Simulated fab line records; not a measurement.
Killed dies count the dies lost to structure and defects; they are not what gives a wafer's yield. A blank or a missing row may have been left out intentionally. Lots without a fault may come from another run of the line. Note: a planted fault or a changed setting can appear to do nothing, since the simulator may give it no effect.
Struck lot and sound lot, side by side -- flow n5_finfet -- 14 out of 1938 route steps
Sound: the wafers L222.3, L222.5, L222.6. Struck: wafers L220.1, L220.2, L220.3. The cause is given at the end.
Each step with rows lists, per side, the tool, then ch with its chambers, then its first start. Under that, the readings that differ: sound wafers -- struck wafers -- difference of the means -- sigmas: that difference in standard deviations of wafers without a fault.
alike: same words and numbers on both sides, and readings whose means sit less than 2 such deviations apart. not compared: any withheld reading, any reading some wafer has no value for, any bound like >300 that may hide the same value, and any number with overlapping values for which the record gives no deviation.
Wherever a step has rows on one side only, a row that says differs or no value, or a row with sigmas, the two part there. Numbers that have no deviation but don't overlap get no sigmas and don't part them. A reading that every wafer of one side lacks parts them only if that side has two wafers or more.

N5_BEOL_M4_STRIP_66: strips in CF4.
  sound on rie_diel-06 ch 0,1, day 11 16:46; struck on rie_diel-06 ch 1,2,3, day 11 04:16
  alike: drypump_motor_current_A, oes_product_au, rf_fwd_power_W, rf_vpp_V, showerhead_plenum_p_Torr, throttle_valve_pct
  not compared: rf_hours_counter_h
N5_BEOL_M4_HM_OPEN_17: chemistry Cl2/BCl3, target TiN, target depth 20 nm, overetch 6 nm.
  sound on rie_metal-02 ch 0,1, day 11 16:50; struck on rie_metal-02 ch 0,1, day 11 04:18
  alike: drypump_motor_current_A, oes_product_au, rf_fwd_power_W, throttle_valve_pct
  not compared: rf_hours_counter_h
N5_BEOL_M4_STRIP_19: strips in O2.
  sound on rie_diel-02 ch 1,2, day 11 16:59; struck on rie_diel-06 ch 1,2,3, day 11 04:25
  alike: drypump_motor_current_A, oes_product_au, rf_vpp_V, showerhead_plenum_p_Torr, temp_c, throttle_valve_pct
  not compared: rf_hours_counter_h
N5_BEOL_M4_CD_MEAS_18: pitch 36 nm, target cd 18 nm.
  sound on cd_sem-03, day 11 17:03; struck on cd_sem-03, day 11 04:29
  alike: cd_nm
then, 8 steps without rows for these wafers: N5_BEOL_M4_COAT_67 (time 60 s, resist thk 60 nm); N5_BEOL_M4_COAT_68 (time 60 s, resist thk 12 nm); N5_BEOL_M4_COAT_76 (time 60 s, resist thk 5 nm); N5_BEOL_M4_COAT_22 (resist thk 30 nm); N5_BEOL_M4_EBR_24; N5_BEOL_M4_SOFTBAKE_23 (time 60 s); N5_BEOL_M4_EXPOSE_25 (exposes mask V3, defocus 5 nm); N5_BEOL_M4_PEB_26 (peb time 60 s).
N5_BEOL_M4_DEVELOP_27: develop time 30 s.
  struck on litho_track-05, day 11 04:44; sound on litho_track-01 ch 0, day 11 17:19
  no value came back on the struck wafers for chill_plate_temp_C (C), develop_time_s (s); on the sound wafers chill_plate_temp_C (C) reads 23.00 22.95 23.19
reading,sound,struck,difference,sigmas
model.CAR-EUV_of_BEOL_M4_COAT_22.thk_nm (nm),29.6 29.6 29.6,30 30 30,+0,
N5_BEOL_M4_CD_MEAS_28: target cd 26.2 nm, target cd y 24.1 nm.
  sound on cd_sem-03 ch 0, day 11 17:22; struck on cd_sem-01 ch 0, day 11 04:48
reading,sound,struck,difference,sigmas
cd_nm (nm),26.48 26.14 26.26,- - -,no value on the struck wafers,

== WHERE THEY PART ==
Last at N5_BEOL_M4_CD_MEAS_28 as far as this record goes, first at N5_BEOL_M4_DEVELOP_27.

WHY: what the simulator had put in
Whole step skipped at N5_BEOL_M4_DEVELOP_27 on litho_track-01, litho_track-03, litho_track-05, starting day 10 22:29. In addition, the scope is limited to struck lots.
